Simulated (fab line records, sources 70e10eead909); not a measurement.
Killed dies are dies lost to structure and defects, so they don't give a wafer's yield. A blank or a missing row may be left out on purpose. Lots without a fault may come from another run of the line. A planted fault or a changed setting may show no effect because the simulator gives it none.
fab line records | flow nand_harc | part 2 of 2: steps 5 to 6 of 6
record lots=22 wafers=66 last_day=33
route steps=1302 shown A_STAIRCASE@705
lots that met no fault: from a run of the same line without faults
start_h: hours from the record's first day to the start of the lot's first wafer shown | wait_h: hours since the lot's step before | " the same as in the row above | L1.1+2: a row that stands for several wafers | - no value, or no start given | * or withheld: withheld | < > ~ a bound
route shown NAME@n: a module of which the file shows steps, and the number in the route of the first | usual: mean/standard deviation of fault-free wafers | same: alike in all rows | chamber/n: place in a boat | sites: the reading at each site | _std_site: their standard deviation | _edge_site: outer sites' mean less inner sites' | radius_mm: how far each site lies from the wafer's centre | mask NAME#n: copy n | behind: the tool/chamber that last shaped the wafer | hold: why the lot was held/for how many hours/how that ended | device: the transistor (n, p or np) that didn't switch | end of line: the same wafers' tests at the end of the route | a step without rows: its recipe alone | killed: dies lost to structure and defects at the first sort, not the wafer's yield | map: a wafer's dies, x killed, . not, _ none there
set.NAME: the setting as run; set.NAME@STEP: as run at that earlier step | model.NAME: the simulator's own value behind a step, which no gauge read
steps of the route over a sample of lots; a table a step, a row a wafer
services: from which hour (start_h, from the record's first day; less than 0 if before it) a tool's chamber was out of use, for how many hours, and why
## steps
# step NHARC_A_STAIRCASE_TRIM_229
# recipe time_s=211.2 o2_flow_sccm=500 ar_flow_sccm=0 bias_w=0 chemistry=O2
# usual chamber_pressure_mTorr=60.01/0.058 drypump_motor_current_A=5.8/0.39 mfc_ar_sccm=0.016/0.014 oes_product_au=1.001/0.0075 rf_vpp_V=57.8/0.99 showerhead_plenum_p_Torr=3.50/0.2 throttle_valve_pct=17.038/0.0087
# columns lot.wafer tool chamber start_h wait_h chamber_pressure_mTorr drypump_motor_current_A mfc_ar_sccm oes_product_au rf_hours_counter_h rf_vpp_V showerhead_plenum_p_Torr throttle_valve_pct
L075.1 rie_diel-05 2 330.01 0.1 59.98 6.1 0.032 1.028 45 57.2 3.30 17.024
L075.3 " 3 " " 60.06 5.2 0.006 1.007 39 57.8 3.75 17.033
L075.2 " 1 " " 59.99 5.4 0.029 1.001 38 57.6 3.61 17.037
L074.3 rie_diel-04 2 351.85 0.1 59.99 5.6 0.036 1.003 3 57.9 3.34 17.045
L074.4 " 0 " " 59.93 5.9 0 0.988 3 57.7 3.81 17.050
L074.5 " 2 " " 59.99 5.6 0.036 0.996 - 57.2 3.34 17.026
L077.3 rie_diel-05 3 358.77 0.1 60.11 5.2 0.006 1.004 52 59.5 3.75 17.039
L077.5 " 0 " " 60.05 6.3 0.024 1.003 - 58.3 3.29 17.043
L077.6 " 1 " " 59.97 5.4 0.029 1.002 - 56.5 3.60 17.024
L076.3 rie_diel-03 0 359.47 0.2 59.95 5.2 0.019 1.005 33 57.8 3.41 17.034
L076.1 " 1 " " 60.02 5.9 0 1.011 36 59.0 3.37 17.033
L076.5 " 2 " " 60.02 5.0 0 1.009 - 57.7 3.74 17.023
L078.1 rie_diel-03 1 390.24 0.1 59.98 5.9 0 0.991 43 58.2 3.36 17.035
L078.2 " 0 " " 60.06 5.2 0.019 1.003 41 57.0 3.41 17.035
L078.5 " 1 " " 60.03 5.9 0 0.993 - 57.1 3.36 17.028
L079.3 rie_diel-04 0 390.43 0.1 59.96 5.9 0 0.988 15 58.3 3.80 17.027
L079.1 " 2 " " 60.06 5.6 0.036 0.996 14 57.8 3.34 17.039
L079.6 " 0 " " 60.02 5.9 0 1.001 - 58.3 3.80 17.037
L080.3 rie_diel-05 2 396.24 0.1 60.05 6.2 0.032 0.997 2 56.0 3.29 17.028
L080.6 " 1 " " 59.88 5.4 0.029 0.996 - 59.0 3.59 17.033
L080.5 " 2 " " 60.10 6.2 0.032 0.993 - 57.3 3.29 17.041
L082.3 rie_diel-04 2 418.79 0.1 59.96 5.6 0.036 0.992 23 58.0 3.33 17.045
L082.4 " 3 " " 60.01 6.1 0 1.005 26 59.3 3.31 17.045
L082.2 " 1 " " 59.99 6.0 0.029 0.987 21 57.3 3.50 17.029
L081.1 rie_diel-04 1 421.36 0.1 60.07 6.0 0.029 0.989 22 59.4 3.50 17.031
L081.4 " 3 " " 60.23 6.1 0 0.996 27 58.8 3.31 17.024
L081.6 " 2 " " 59.97 5.6 0.036 1.004 - 56.8 3.33 17.036
L083.1 rie_diel-05 1 437.41 0.1 59.98 5.4 0.029 0.998 12 56.6 3.59 17.031
L083.2 " 0 " " 59.98 6.3 0.024 0.993 15 57.8 3.80 17.023
L083.6 " 2 " " 59.99 6.1 0.032 0.995 - 54.8 3.29 17.027
L084.2 rie_diel-05 3 441.28 0.1 59.98 5.2 0.006 1.000 18 58.1 3.73 17.024
L084.1 " 0 " " 59.93 6.3 0.024 0.996 16 59.8 3.80 17.033
L084.4 " 1 " " 60.07 5.4 0.029 0.999 13 57.9 3.59 17.039
L085.2 rie_diel-05 0 447.55 0.1 60.06 6.3 0.024 0.982 18 57.3 3.80 17.022
L085.4 " 1 " " 60.07 5.4 0.029 1.011 15 57.3 3.59 17.038
L085.6 " 3 " " 60.07 5.2 0.006 0.994 - 58.9 3.73 17.028
L086.2 rie_diel-04 1 447.92 0.1 60.06 6.0 0.029 0.999 34 57.0 3.49 17.050
L086.1 " 3 " " 60.00 6.1 0 1.004 38 56.5 3.30 17.034
L086.6 " 1 " " 59.98 6.0 0.029 1.001 - 58.4 3.49 17.047
L087.1 rie_diel-04 3 460.34 0.1 59.98 6.1 0 1.007 43 58.1 3.30 17.040
L087.2 " 0 " " 60.00 5.9 0 0.998 44 59.3 3.78 17.033
L087.5 " 2 " " 60.06 5.6 0.036 1.009 - 56.4 3.32 17.044
L088.4 rie_diel-03 0 477.10 0.1 59.95 5.2 0.019 1.003 12 58.6 3.39 17.047
L088.3 " 3 " " 60.00 6.1 0 1.007 12 58.5 3.80 17.045
L088.5 " 1 " " 59.97 5.9 0 1.000 - 55.9 3.35 17.035
L089.1 rie_diel-05 1 477.42 0.1 60.04 5.4 0.029 1.005 25 58.3 3.58 17.048
L089.4 " 3 " " 60.20 5.2 0.006 1.006 31 58.7 3.72 17.034
L089.5 " 0 " " 60.02 6.3 0.024 0.991 - 59.4 3.79 17.043
L091.1 rie_diel-04 2 506.07 0.1 59.97 5.6 0.036 1.012 53 58.0 3.32 17.036
L091.5 " 1 " " 59.97 6.0 0.029 1.004 - 57.7 3.48 17.032
L091.6 " 2 " " 59.99 5.6 0.036 1.002 - 56.7 3.32 17.029
L092.1 rie_diel-04 1 521.74 0.1 60.03 6.0 0.029 0.997 2 57.8 3.48 17.032
L092.2 " 3 " " 60.04 6.2 0 1.014 2 59.0 3.29 17.056
L092.5 " 1 " " 60.03 5.9 0.029 1.001 - 56.9 3.48 17.046
L094.2 rie_diel-04 3 540.96 0.1 60.10 6.1 0 1.008 6 58.5 3.29 17.016
L094.1 " 1 " " 59.93 6.0 0.029 0.999 6 57.8 3.48 17.039
L094.6 " 2 " " 60.00 5.6 0.036 0.998 - 57.4 3.31 17.028
L095.3 rie_diel-03 1 548.36 0.1 59.98 5.9 0 1.013 32 57.6 3.34 17.038
L095.2 " 2 " " 60.00 5.0 0 0.999 29 58.0 3.71 17.040
L095.6 " 0 " " 59.99 5.2 0.019 0.999 - 58.2 3.38 17.019
L096.4 rie_diel-04 0 560.16 0.1 59.93 5.9 0 0.991 12 59.5 3.77 17.041
L096.3 " 1 " " 60.07 6.0 0.029 0.995 16 57.3 3.47 17.045
L096.1 " 2 " " 60.08 5.6 0.036 0.988 13 57.7 3.31 17.045
L097.3 rie_diel-04 2 560.83 0.1 60.00 5.6 0.036 0.988 13 57.7 3.31 17.052
L097.1 " 0 " " 60.14 6.0 0 0.981 12 60.1 3.77 17.054
L097.6 " 3 " " 60.05 6.1 0 1.005 - 56.0 3.28 17.042
# step NHARC_A_STAIRCASE_ETCH_230
# recipe target_depth_a=1000 time_s=40.5 ion_energy_ev=400 c4f8_flow_sccm=20 o2_flow_sccm=10 ar_flow_sccm=withheld rf_w=600 bias_w=1000 chemistry=C4F8/O2
# usual chamber_pressure_mTorr=25.001/0.023 oes_product_au=0.950/0.019 rf_vpp_V=896/7.4
# columns lot.wafer tool chamber start_h wait_h chamber_pressure_mTorr oes_product_au rf_hours_counter_h rf_vpp_V
L075.3 rie_diel-05 3 - - 25.020 0.940 39 903
L075.1 " 1 " " 25.015 0.955 38 898
L075.2 " 2 " " 24.989 0.953 45 888
L074.3 rie_diel-04 0 - - 25.039 0.979 3 904
L074.4 " 3 " " 25.065 0.968 3 888
L074.5 " 1 " " 25.011 0.987 - 896
L077.3 rie_diel-05 2 - - 24.982 0.946 56 888
L077.6 " 1 " " 25.012 0.939 - 900
L077.5 " 2 " " 24.969 0.957 - 887
L076.1 rie_diel-03 0 - - 25.020 0.980 33 892
L076.3 " 3 " " 25.048 0.933 37 886
L076.5 " 1 " " 25.011 0.978 - 892
L078.2 rie_diel-03 1 - - 24.954 0.929 44 890
L078.1 " 0 " " 25.017 0.951 41 891
L078.5 " 1 " " 25.024 0.939 - 890
L079.3 rie_diel-04 0 - - 25.001 0.940 15 906
L079.1 " 1 " " 24.990 0.950 13 895
L079.6 " 3 " " 24.992 0.938 - 889
L080.3 rie_diel-05 2 - - 24.983 0.967 2 888
L080.6 " 1 " " 25.051 0.962 - 898
L080.5 " 2 " " 24.985 0.958 - 887
L082.4 rie_diel-04 3 - - 25.032 0.934 26 887
L082.3 " 1 " " 24.989 0.923 21 895
L082.2 " 2 " " 25.032 0.922 23 888
L081.1 rie_diel-04 1 - - 24.964 0.944 22 895
L081.4 " 3 " " 25.002 0.952 27 886
L081.6 " 1 " " 24.976 0.942 - 895
L083.2 rie_diel-05 1 - - 25.016 0.959 12 898
L083.1 " 3 " " 25.026 0.954 16 904
L083.6 " 1 " " 24.968 0.960 - 898
L084.2 rie_diel-05 1 - - 25.017 0.961 13 898
L084.4 " 2 " " 24.996 0.958 16 887
L084.1 " 0 " " 25.000 0.940 16 906
L085.2 rie_diel-05 3 - - 25.017 0.943 19 904
L085.4 " 3 " " 25.030 0.958 - 904
L085.6 " 0 " " 25.003 0.943 - 907
L086.2 rie_diel-04 1 - - 25.039 0.970 34 893
L086.1 " 2 " " 24.977 0.960 34 889
L086.6 " 3 " " 24.971 0.977 - 886
L087.1 rie_diel-04 2 - - 25.050 0.928 39 887
L087.2 " 3 " " 24.975 0.922 43 887
L087.5 " 0 " " 25.025 0.937 - 904
L088.4 rie_diel-03 0 - - 25.042 0.957 12 890
L088.3 " 1 " " 25.004 0.962 9 887
L088.5 " 3 " " 25.000 0.980 - 906
L089.1 rie_diel-05 0 - - 24.983 0.967 27 906
L089.4 " 2 " " 24.983 0.983 26 887
L089.5 " 1 " " 25.033 0.964 - 899
L091.1 rie_diel-04 1 - - 25.012 0.932 55 893
L091.6 " 3 " " 25.014 0.938 - 887
L091.5 " 0 " " 25.009 0.936 - 905
L092.1 rie_diel-04 3 522.07 0.3 24.980 0.945 2 887
L092.2 " 1 " " 24.970 0.941 2 893
L092.5 " 1 " " 24.998 0.946 - 895
L094.2 rie_diel-04 1 - - 24.988 0.977 6 895
L094.1 " 2 " " 24.986 0.958 4 889
L094.6 " 1 " " 25.016 0.973 - 894
L095.2 rie_diel-03 2 - - 24.986 0.984 29 903
L095.3 " 3 " " 24.998 0.972 34 906
L095.6 " 2 " " 25.008 0.992 - 902
L096.3 rie_diel-04 0 - - 25.008 0.926 12 905
L096.1 " 1 " " 24.985 0.935 16 894
L096.4 " 3 " " 25.012 0.929 16 886
L097.1 rie_diel-04 2 - - 24.994 0.941 14 886
L097.3 " 3 " " 25.011 0.938 16 888
L097.6 " 1 " " 24.955 0.952 - 894
## services
# columns tool chamber start_h hours kind
rie_diel-03 2 302.32 7.2 repair
rie_diel-04 3 306.72 6.5 repair
rie_diel-04 0 310.38 - clean
rie_diel-04 1 310.38 - clean
rie_diel-04 2 310.38 - clean
rie_diel-03 2 322.94 19.4 repair
rie_diel-04 - 331.16 9.0 pm
rie_diel-04 0 331.16 9.0 vent_cycle
rie_diel-04 1 331.16 9.0 vent_cycle
rie_diel-04 2 331.16 9.0 vent_cycle
rie_diel-04 3 331.16 9.0 vent_cycle
rie_diel-03 0 334.78 17.2 repair
rie_diel-04 0 340.16 - clean
rie_diel-04 0 340.16 - consumable_replace:showerhead
rie_diel-03 3 351.10 2.8 repair
rie_diel-05 - 355.45 0.1 repair
rie_diel-03 2 383.24 6.9 repair
rie_diel-03 - 434.37 9.0 pm
rie_diel-05 2 447.62 9.7 repair
rie_diel-04 - 508.16 9.0 pm
rie_diel-04 2 520.78 7.4 repair
rie_diel-05 3 534.63 5.9 repair
rie_diel-04 0 541.99 1.3 repair
rie_diel-04 1 553.16 6.0 repair
